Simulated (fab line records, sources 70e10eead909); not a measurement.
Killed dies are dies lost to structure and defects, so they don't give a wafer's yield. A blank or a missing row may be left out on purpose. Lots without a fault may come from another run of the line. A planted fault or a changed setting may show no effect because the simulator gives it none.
Chamber matching | flow nand_harc | NHARC_A_STAIRCASE_ALD_415 on ald_hk-03: 4 sister chambers
The step deposits SiO2, target thk 30 nm, pulse time 6 s, ald cycles 300. 8 wafers are shown with their chamber, then 8 later ones without.

WAFERS WITH THEIR CHAMBER
wafer  | chamber | heater_power_w (W) | precursor_pulse_height_rel
L833.6 | 2       | 492                | 0.963
L839.6 | 3       | 450                | 0.995
L848.1 | 2       | 490                | 0.964
L848.6 | 0       | 528                | 0.963
L847.2 | 0       | 530                | 0.994
L847.3 | 3       | 449                | 0.994
L847.6 | 1       | 390                | 0.976
L851.4 | 1       | 375                | 0.995

WAFERS WITHOUT THEIR CHAMBER
wafer  | heater_power_w (W) | precursor_pulse_height_rel
L851.5 | 369                | 0.986
L851.6 | 511                | 1.032
L852.2 | 458                | 1.048
L852.4 | 515                | 0.986
L852.5 | 506                | 1.007
L854.1 | 503                | 0.983
L854.3 | 370                | 0.974
L854.5 | 509                | 0.990

WHICH CHAMBER EACH WENT THROUGH
wafer  | from the rows above     | in truth
L851.5 | 1                       | 1
L851.6 | can't be placed: 0 or 2 | 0
L852.2 | 3                       | 3
L852.4 | 0                       | 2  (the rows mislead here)
L852.5 | can't be placed: 2 or 0 | 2
L854.1 | 2                       | 2
L854.3 | 1                       | 1
L854.5 | can't be placed: 0 or 2 | 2
Placed correctly: 4 of 8. Can't be placed from these rows: 3 (the true chamber is among the candidates in 3). Placed wrongly: 1.
How it was worked out, from the rows above alone: a wafer's distance from a chamber is the root of the sum, over the readings, of the square of ((its reading less the chamber's mean) divided by the reading's scatter). The wafer belongs to the nearest chamber; if the next one is less than 2 further off, it can't be placed. A chamber's mean is the mean of its shown wafers. The scatter: the root of (the sum of the squares of (reading less its chamber's mean) over the shown wafers, divided by (wafers less chambers)).
